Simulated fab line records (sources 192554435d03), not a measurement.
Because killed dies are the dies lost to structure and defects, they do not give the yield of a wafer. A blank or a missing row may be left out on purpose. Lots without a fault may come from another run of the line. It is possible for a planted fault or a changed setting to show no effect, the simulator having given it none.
Matching of chambers / flow n5 finfet / rie diel-01 running N5_BEOL_M11_DESCUM_33: 4 sister chambers
The step chemistry O2, time 7.9 s. 20 wafers are shown with their chamber, then 10 later ones without.

## WAFERS PAIRED WITH THEIR CHAMBERS
wafer=L075.2; chamber=1; drypump motor current A (A)=5.5; throttle valve pct (%)=20.04; showerhead plenum p Torr (Torr)=2.13
wafer=L075.3; chamber=0; drypump motor current A (A)=6.7; throttle valve pct (%)=20.41; showerhead plenum p Torr (Torr)=2.21
wafer=L075.6; chamber=2; drypump motor current A (A)=5.3; throttle valve pct (%)=20.42; showerhead plenum p Torr (Torr)=2.05
wafer=L074.1; chamber=0; drypump motor current A (A)=6.8; throttle valve pct (%)=20.41; showerhead plenum p Torr (Torr)=2.21
wafer=L074.2; chamber=3; drypump motor current A (A)=5.2; throttle valve pct (%)=20.64; showerhead plenum p Torr (Torr)=2.13
wafer=L074.6; chamber=2; drypump motor current A (A)=5.3; throttle valve pct (%)=20.43; showerhead plenum p Torr (Torr)=2.04
wafer=L076.1; chamber=2; drypump motor current A (A)=5.3; throttle valve pct (%)=20.42; showerhead plenum p Torr (Torr)=2.04
wafer=L076.3; chamber=0; drypump motor current A (A)=6.7; throttle valve pct (%)=20.41; showerhead plenum p Torr (Torr)=2.21
wafer=L076.4; chamber=1; drypump motor current A (A)=5.5; throttle valve pct (%)=20.07; showerhead plenum p Torr (Torr)=2.13
wafer=L079.1; chamber=3; drypump motor current A (A)=5.3; throttle valve pct (%)=20.66; showerhead plenum p Torr (Torr)=2.13
wafer=L079.5; chamber=1; drypump motor current A (A)=5.5; throttle valve pct (%)=20.07; showerhead plenum p Torr (Torr)=2.12
wafer=L079.6; chamber=2; drypump motor current A (A)=5.3; throttle valve pct (%)=20.44; showerhead plenum p Torr (Torr)=2.04
wafer=L089.3; chamber=2; drypump motor current A (A)=5.3; throttle valve pct (%)=20.46; showerhead plenum p Torr (Torr)=2.03
wafer=L089.4; chamber=0; drypump motor current A (A)=6.7; throttle valve pct (%)=20.44; showerhead plenum p Torr (Torr)=2.20
wafer=L089.5; chamber=1; drypump motor current A (A)=5.5; throttle valve pct (%)=20.10; showerhead plenum p Torr (Torr)=2.12
wafer=L093.1; chamber=1; drypump motor current A (A)=5.5; throttle valve pct (%)=20.09; showerhead plenum p Torr (Torr)=2.12
wafer=L093.2; chamber=0; drypump motor current A (A)=6.8; throttle valve pct (%)=20.45; showerhead plenum p Torr (Torr)=2.20
wafer=L093.3; chamber=2; drypump motor current A (A)=5.3; throttle valve pct (%)=20.46; showerhead plenum p Torr (Torr)=2.03
wafer=L093.4; chamber=3; drypump motor current A (A)=5.3; throttle valve pct (%)=20.68; showerhead plenum p Torr (Torr)=2.12
wafer=L093.5; chamber=2; drypump motor current A (A)=5.4; throttle valve pct (%)=20.47; showerhead plenum p Torr (Torr)=2.03

SIGNATURES (means of the wafers above)
reading=drypump motor current A; chamber 0=6.740; chamber 1=5.500; chamber 2=5.314; chamber 3=5.267; scatter within a chamber=0.0413
reading=throttle valve pct; chamber 0=20.4240; chamber 1=20.0740; chamber 2=20.4429; chamber 3=20.6600; scatter within a chamber=0.0209
reading=showerhead plenum p Torr; chamber 0=2.2060; chamber 1=2.1240; chamber 2=2.0371; chamber 3=2.1267; scatter within a chamber=0.00637
Rule: a wafer lies at a distance from a chamber equal to the root of the sum of squares, over the readings, of (its reading less the chamber's mean, divided by the reading's scatter). The wafer belongs to the nearest chamber; if the next one is less than 2 further off, it can't be placed. The scatter: the root of (the sum of the squares of (reading less its chamber's mean) over the shown wafers, divided by (wafers less chambers)).

## WAFERS WITH NO CHAMBER GIVEN
wafer=L093.6; drypump motor current A (A)=5.2; throttle valve pct (%)=20.68; showerhead plenum p Torr (Torr)=2.12
wafer=L094.2; drypump motor current A (A)=5.5; throttle valve pct (%)=20.11; showerhead plenum p Torr (Torr)=2.11
wafer=L094.3; drypump motor current A (A)=5.3; throttle valve pct (%)=20.48; showerhead plenum p Torr (Torr)=2.03
wafer=L094.5; drypump motor current A (A)=5.3; throttle valve pct (%)=20.47; showerhead plenum p Torr (Torr)=2.03
wafer=L096.2; drypump motor current A (A)=5.5; throttle valve pct (%)=20.11; showerhead plenum p Torr (Torr)=2.11
wafer=L096.3; drypump motor current A (A)=5.2; throttle valve pct (%)=20.69; showerhead plenum p Torr (Torr)=2.12
wafer=L096.6; drypump motor current A (A)=5.2; throttle valve pct (%)=20.69; showerhead plenum p Torr (Torr)=2.12
wafer=L097.1; drypump motor current A (A)=5.4; throttle valve pct (%)=20.47; showerhead plenum p Torr (Torr)=2.03
wafer=L097.3; drypump motor current A (A)=5.2; throttle valve pct (%)=20.72; showerhead plenum p Torr (Torr)=2.12
wafer=L097.4; drypump motor current A (A)=6.8; throttle valve pct (%)=20.47; showerhead plenum p Torr (Torr)=2.20

## THE CHAMBER EACH PASSED THROUGH
wafer=L093.6; from the rows above=3; in truth=3
wafer=L094.2; from the rows above=1; in truth=1
wafer=L094.3; from the rows above=2; in truth=2
wafer=L094.5; from the rows above=2; in truth=2
wafer=L096.2; from the rows above=1; in truth=1
wafer=L096.3; from the rows above=3; in truth=3
wafer=L096.6; from the rows above=3; in truth=3
wafer=L097.1; from the rows above=2; in truth=2
wafer=L097.3; from the rows above=3; in truth=3
wafer=L097.4; from the rows above=0; in truth=0
Placed correctly: 10 of 10. From these rows, 0 cannot be placed. Number placed wrongly: 0.
